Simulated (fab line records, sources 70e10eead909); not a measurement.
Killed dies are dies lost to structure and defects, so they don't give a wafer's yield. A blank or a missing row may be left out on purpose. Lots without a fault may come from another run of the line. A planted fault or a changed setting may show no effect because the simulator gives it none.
One fault seen from 3 desks | flow nand_harc | each desk has only its own numbers; what lay behind them comes last

THE DEFECT DESK
What the inspections along the route counted, lot by lot: means of the sampled wafers that have a number. A lot is out of limits, marked OUT, if its mean lies more than 4 standard deviations from the usual mean; the brackets give that distance.
Columns: A = raw_defect_count at NHARC_A_ONON_D2_INSPECT_32, usual 403; B = raw_defect_count at NHARC_A_CHANNEL_HOLE_D2_INSPECT_12, usual 33
lot  | first seen here | A   | B
L686 | day 13 15:25    | 333 | 46
L687 | day 13 15:25    | 291 | 8
L689 | day 13 20:17    | 654 | 56
L690 | day 14 22:02    | 365 | 4
L692 | day 15 16:23    | 417 | 47
L693 | day 15 16:23    | 406 | 8
L694 | day 16 10:28    | 601 | 53
L697 | day 17 15:15    | 202 | 11
L701 | day 19 11:10    | 302 | 56
L703 | day 20 11:44    | 391 | 19
L705 | day 21 02:58    | 326 | 55
L709 | day 22 07:34    | 408 | 27
L708 | day 22 12:13    | 790 | 27
This desk's finding: nothing out of limits on any of the 13 lots.

THE TOOL OWNER'S DESK: pecvd_onon-02
The tool's own readings at NHARC_A_ONON_D2_DEP_25 (target thk 1000 nm): means of the sampled wafers that have a number, for each lot that ran on this tool. A lot is out of limits, marked OUT, if its mean lies more than 4 standard deviations from the usual mean; the brackets give that distance.
Columns: A = susceptor_temp_C at NHARC_A_ONON_D2_DEP_25, usual 399.99 C
lot  | first seen here | A
L686 | day 13 13:48    | 400.08
L689 | day 13 18:51    | 399.93
L690 | day 14 20:26    | 399.98
L701 | day 19 06:14    | 399.93
L703 | day 20 08:30    | 399.75
This desk's finding: nothing out of limits on any of the 5 lots.

THE METROLOGY DESK
What the gauges read, lot by lot, whatever tool the lot ran on: means of the sampled wafers that have a number. A lot is out of limits, marked OUT, if its mean lies more than 4 standard deviations from the usual mean; the brackets give that distance.
Columns: A = thk_nm at NHARC_A_ONON_D2_THK_MEAS_24, usual 999 nm; B = thk_nm at NHARC_A_ONON_D2_THK_MEAS_27, usual 999 nm
lot  | first seen here | A    | B
L686 | day 13 13:44    | 1009 | 1012
L687 | day 13 13:45    | 990  | 999
L689 | day 13 18:37    | 983  | 1010
L690 | day 14 20:16    | 1007 | 1029
L692 | day 15 14:42    | 1005 | 1000
L693 | day 15 14:43    | 1008 | 1005
L694 | day 16 08:46    | 1010 | 991
L697 | day 17 13:35    | 988  | 984
L701 | day 19 06:07    | 1010 | 848 (-13) OUT
L703 | day 20 08:26    | 998  | 896 (-8.6) OUT
L705 | day 21 01:17    | 981  | 1002
L709 | day 22 05:45    | 996  | 1010
L708 | day 22 10:33    | 1001 | 1010
This desk's finding: out of limits on L701, L703; first on L701, day 19 06:41 (thk_nm at NHARC_A_ONON_D2_THK_MEAS_27). In limits: L686, L687, L689, L690, L692, L693, L694, L697, L705, L709, L708.

PUT TOGETHER
The metrology desk could have raised an alarm at day 19 06:41, on L701, L703.
The defect desk saw nothing out of limits.
The tool owner's desk saw nothing out of limits.
The defect desk has L701, L703 on record, within its limits.
The tool owner's desk has L701, L703 on record, within its limits.
Of the lots named, all ran NHARC_A_ONON_D2_DEP_25 on pecvd_onon-02.

WHAT THE SIMULATOR HAD PUT IN
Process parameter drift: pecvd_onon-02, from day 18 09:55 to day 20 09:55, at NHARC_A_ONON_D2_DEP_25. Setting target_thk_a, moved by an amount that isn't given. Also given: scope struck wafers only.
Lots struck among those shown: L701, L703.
Hours from the fault's start to each desk's first reading out of limits: the metrology desk, 21.
